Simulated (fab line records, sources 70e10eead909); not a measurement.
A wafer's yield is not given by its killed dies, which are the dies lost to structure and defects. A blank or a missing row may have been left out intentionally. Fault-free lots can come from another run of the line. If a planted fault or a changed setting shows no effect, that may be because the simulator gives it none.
Struck lot and sound lot, side by side || flow nand-harc || 15 out of 1302 route steps
Sound: these wafers, L895.2, L895.4, L895.6. Struck: wafers L904.1, L904.3, L904.4. At the end, the cause is stated.
Order at every step that has rows: each side's tool, ch and its chambers, its first start. Under that, the readings that differ: sound wafers || struck wafers || difference of the means || sigmas: that difference in standard deviations of wafers without a fault.
alike: words and numbers the same on both sides, and readings whose means are apart by under 2 such deviations; not compared: readings that were withheld, readings missing a value for some wafer, numbers with overlapping values and no deviation given by the record, and bounds like >300 which may hide the same value.
The two part at a step that has a row with sigmas, a row that says differs or no value, or rows on one side only. Numbers that don't overlap but have no deviation are shown without sigmas and don't part them. A reading missing from all wafers of one side parts the sides only when that side holds two or more wafers.

first, 6 steps without rows for these wafers: NHARC_A_SLIT_COAT_03 (resist thk 90 nm); NHARC_A_SLIT_SOFTBAKE_04 (time 55 s); NHARC_A_SLIT_EBR_05; NHARC_A_SLIT_EXPOSE_06 (exposes mask SLIT); NHARC_A_SLIT_PEB_07 (peb time 65 s); NHARC_A_SLIT_DEVELOP_08 (develop time 35 s).
NHARC_A_SLIT_CD_MEAS_09: target cd 300 nm.
  sound on cd-sem-01 ch 0, day 23 05:09; struck on cd-sem-02 ch 0, day 27 02:46
  alike: cd-nm
NHARC_A_SLIT_OVL_MEAS_10:
  sound on overlay-01, day 23 05:14; struck on overlay-01, day 27 02:52
  alike: overlay-x-nm, overlay-y-nm
NHARC_A_SLIT_INSPECT_11:
  sound on defect-inspect-02, day 23 05:17; struck on defect-inspect-01, day 27 02:54
  alike: raw-defect-count
NHARC_A_SLIT_DESCUM_14: chemistry O2, time 3 s.
  sound on rie-diel-12 ch 1,3, day 23 05:20; struck on rie-diel-02 ch 0,1,3, day 27 02:58
  alike: drypump-motor-current-A, oes-product-au, rf-vpp-V, showerhead-plenum-p-Torr, throttle-valve-pct
  not compared: rf-hours-counter-h
NHARC_A_SLIT_ETCH_24: etches the open film in CF4/CHF3, target depth 121 nm, time 60.5 s.
  sound on rie-diel-12 ch 0,3, day 23 05:25; struck on rie-diel-02 ch 0,1,2, day 27 03:03
  alike: bias-w, cf4-flow-sccm, drypump-motor-current-A, oes-product-au, rf-vpp-V, showerhead-plenum-p-Torr, throttle-valve-pct
  not compared: rf-hours-counter-h
NHARC_A_SLIT_ETCH_15: etches the open film in O2/COS, target depth 6200 nm, time 1612 s.
  sound on rie-diel-12 ch 1,2; struck on rie-diel-02 ch 0,1,2
  alike: bias-w, chamber-pressure-mTorr, drypump-motor-current-A, oes-product-au, rf-vpp-V, showerhead-plenum-p-Torr, throttle-valve-pct
  not compared: rf-hours-counter-h
NHARC_A_SLIT_ETCH_17: etches the open film in C4F8/O2/Ar, time 4254.5 s, target depth 20300 nm.
  sound on har-etch-01 ch 0,1, day 23 07:07; struck on har-etch-01 ch 0,1, day 27 09:37
  no value came back on the struck wafers for any of 6 readings (c4f8-flow-sccm (sccm), chamber-pressure-mTorr (mTorr) and others); on the sound wafers c4f8-flow-sccm (sccm) reads 83.31 83.33 83.14
  not compared: rf-hours-counter-h
NHARC_A_SLIT_ETCH_26: etches the open film in C4F8/O2/Ar, time 90 s, target depth 400 nm.
  sound on har-etch-01 ch 0,1, day 23 10:46; struck on har-etch-01 ch 0,1, day 27 13:18
  alike: bias-v, c4f8-flow-sccm, drypump-motor-current-A, showerhead-plenum-p-Torr, throttle-valve-pct
  not compared: rf-hours-counter-h
-- jump in the record: it breaks off in module A_SLIT and resumes in module END (first step shown: number 1302 of the route), and 4 days separate the struck wafers' starts before and after --
NHARC_END_SORT_01:
  only the struck wafers appear in the record here, on prober-01 ch 0 at day 31 22:56; the sound ones have no rows

WHERE THEY PART
Earliest at NHARC_A_SLIT_ETCH_17; latest, in this record, at NHARC_END_SORT_01.

WHY: the cause the simulator had injected
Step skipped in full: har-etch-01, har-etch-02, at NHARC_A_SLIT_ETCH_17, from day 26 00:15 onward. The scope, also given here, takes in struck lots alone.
